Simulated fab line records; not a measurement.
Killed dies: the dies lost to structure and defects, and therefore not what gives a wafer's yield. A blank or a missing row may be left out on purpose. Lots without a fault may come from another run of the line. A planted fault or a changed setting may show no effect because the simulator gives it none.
Chamber matching / flow n5 finfet / 4 sister chambers for N5_BEOL_M6_ALD_77 on ald metal-04
The step deposits TaN, target thk 2 nm, pulse time 2 s, purge time 3 s. 24 wafers are shown with their chamber, then 12 later ones without.

## EACH WAFER AND ITS CHAMBER
wafer=L074.2; chamber=3; heater power w (W)=397; precursor vessel temp c (C)=74.83; precursor vessel carrier sccm (sccm)=995.4
wafer=L074.3; chamber=0; heater power w (W)=425; precursor vessel temp c (C)=75.09; precursor vessel carrier sccm (sccm)=998.9
wafer=L074.4; chamber=1; heater power w (W)=427; precursor vessel temp c (C)=74.79; precursor vessel carrier sccm (sccm)=996.8
wafer=L075.2; chamber=1; heater power w (W)=422; precursor vessel temp c (C)=75.11; precursor vessel carrier sccm (sccm)=1000.2
wafer=L075.4; chamber=2; heater power w (W)=441; precursor vessel temp c (C)=74.89; precursor vessel carrier sccm (sccm)=1001.3
wafer=L075.5; chamber=2; heater power w (W)=435; precursor vessel temp c (C)=74.93; precursor vessel carrier sccm (sccm)=1001.6
wafer=L079.1; chamber=0; heater power w (W)=437; precursor vessel temp c (C)=75.00; precursor vessel carrier sccm (sccm)=1001.0
wafer=L079.3; chamber=1; heater power w (W)=439; precursor vessel temp c (C)=74.96; precursor vessel carrier sccm (sccm)=1004.7
wafer=L079.5; chamber=3; heater power w (W)=388; precursor vessel temp c (C)=74.94; precursor vessel carrier sccm (sccm)=994.2
wafer=L084.1; chamber=3; heater power w (W)=387; precursor vessel temp c (C)=74.88; precursor vessel carrier sccm (sccm)=999.6
wafer=L084.3; chamber=0; heater power w (W)=426; precursor vessel temp c (C)=74.90; precursor vessel carrier sccm (sccm)=996.1
wafer=L084.6; chamber=2; heater power w (W)=433; precursor vessel temp c (C)=75.08; precursor vessel carrier sccm (sccm)=996.7
wafer=L085.2; chamber=1; heater power w (W)=423; precursor vessel temp c (C)=75.09; precursor vessel carrier sccm (sccm)=999.0
wafer=L085.3; chamber=0; heater power w (W)=419; precursor vessel temp c (C)=74.83; precursor vessel carrier sccm (sccm)=1000.0
wafer=L085.6; chamber=2; heater power w (W)=435; precursor vessel temp c (C)=74.83; precursor vessel carrier sccm (sccm)=1003.7
wafer=L088.1; chamber=1; heater power w (W)=432; precursor vessel temp c (C)=75.06; precursor vessel carrier sccm (sccm)=996.8
wafer=L088.2; chamber=0; heater power w (W)=419; precursor vessel temp c (C)=75.01; precursor vessel carrier sccm (sccm)=996.7
wafer=L088.5; chamber=1; heater power w (W)=432; precursor vessel temp c (C)=75.10; precursor vessel carrier sccm (sccm)=1002.2
wafer=L087.2; chamber=2; heater power w (W)=425; precursor vessel temp c (C)=74.91; precursor vessel carrier sccm (sccm)=1001.0
wafer=L087.4; chamber=0; heater power w (W)=428; precursor vessel temp c (C)=74.99; precursor vessel carrier sccm (sccm)=1001.4
wafer=L087.6; chamber=1; heater power w (W)=435; precursor vessel temp c (C)=75.36; precursor vessel carrier sccm (sccm)=998.6
wafer=L091.2; chamber=2; heater power w (W)=429; precursor vessel temp c (C)=74.90; precursor vessel carrier sccm (sccm)=1000.5
wafer=L091.3; chamber=1; heater power w (W)=415; precursor vessel temp c (C)=75.02; precursor vessel carrier sccm (sccm)=996.9
wafer=L091.4; chamber=3; heater power w (W)=376; precursor vessel temp c (C)=74.99; precursor vessel carrier sccm (sccm)=999.2

SIGNATURES (averages over the wafers above)
reading=heater power w; chamber 0=425.67; chamber 1=428.12; chamber 2=433.00; chamber 3=387.00; scatter within a chamber=7.18
reading=precursor vessel temp c; chamber 0=74.9700; chamber 1=75.0613; chamber 2=74.9233; chamber 3=74.9100; scatter within a chamber=0.116
reading=precursor vessel carrier sccm; chamber 0=999.017; chamber 1=999.400; chamber 2=1000.800; chamber 3=997.100; scatter within a chamber=2.55
Rule: distance of a wafer from a chamber = root of the sum over the readings of ((wafer's reading minus chamber's mean) / reading's scatter) squared. If the next closest chamber is less than 2 further off than the closest, the wafer can't be placed; otherwise it belongs to the closest. The scatter: take each reading less its chamber's mean, square it, sum over the shown wafers, divide by the number of wafers less the number of chambers, and take the root.

## WAFERS WHOSE CHAMBER IS MISSING
wafer=L094.2; heater power w (W)=403; precursor vessel temp c (C)=75.11; precursor vessel carrier sccm (sccm)=995.9
wafer=L094.5; heater power w (W)=428; precursor vessel temp c (C)=75.20; precursor vessel carrier sccm (sccm)=1003.8
wafer=L094.6; heater power w (W)=444; precursor vessel temp c (C)=75.12; precursor vessel carrier sccm (sccm)=995.1
wafer=L093.2; heater power w (W)=418; precursor vessel temp c (C)=74.93; precursor vessel carrier sccm (sccm)=996.2
wafer=L093.4; heater power w (W)=392; precursor vessel temp c (C)=75.30; precursor vessel carrier sccm (sccm)=999.0
wafer=L093.6; heater power w (W)=419; precursor vessel temp c (C)=74.93; precursor vessel carrier sccm (sccm)=1000.6
wafer=L096.1; heater power w (W)=427; precursor vessel temp c (C)=74.99; precursor vessel carrier sccm (sccm)=999.6
wafer=L096.2; heater power w (W)=431; precursor vessel temp c (C)=74.87; precursor vessel carrier sccm (sccm)=1000.2
wafer=L096.3; heater power w (W)=386; precursor vessel temp c (C)=74.94; precursor vessel carrier sccm (sccm)=997.4
wafer=L097.1; heater power w (W)=429; precursor vessel temp c (C)=74.98; precursor vessel carrier sccm (sccm)=1007.3
wafer=L097.4; heater power w (W)=429; precursor vessel temp c (C)=74.90; precursor vessel carrier sccm (sccm)=999.0
wafer=L097.5; heater power w (W)=426; precursor vessel temp c (C)=74.80; precursor vessel carrier sccm (sccm)=1004.6

## WHICH CHAMBER EACH WENT THROUGH
wafer=L094.2; from the rows above=can't be placed: 3 or 0 or 1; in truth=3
wafer=L094.5; from the rows above=can't be placed: 1 or 2 or 0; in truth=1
wafer=L094.6; from the rows above=can't be placed: 1 or 2 or 0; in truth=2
wafer=L093.2; from the rows above=can't be placed: 0 or 1 or 2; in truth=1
wafer=L093.4; from the rows above=can't be placed: 3 or 1 or 0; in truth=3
wafer=L093.6; from the rows above=can't be placed: 0 or 1 or 2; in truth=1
wafer=L096.1; from the rows above=can't be placed: 0 or 1 or 2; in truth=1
wafer=L096.2; from the rows above=can't be placed: 2 or 0 or 1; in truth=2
wafer=L096.3; from the rows above=3; in truth=3
wafer=L097.1; from the rows above=can't be placed: 2 or 1 or 0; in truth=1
wafer=L097.4; from the rows above=can't be placed: 0 or 2 or 1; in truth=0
wafer=L097.5; from the rows above=can't be placed: 2 or 0 or 1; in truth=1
Correctly placed: 1 of 12. Cannot be placed on the basis of these rows: 11; the candidates contain the true chamber in 11. Wrongly placed: 0.
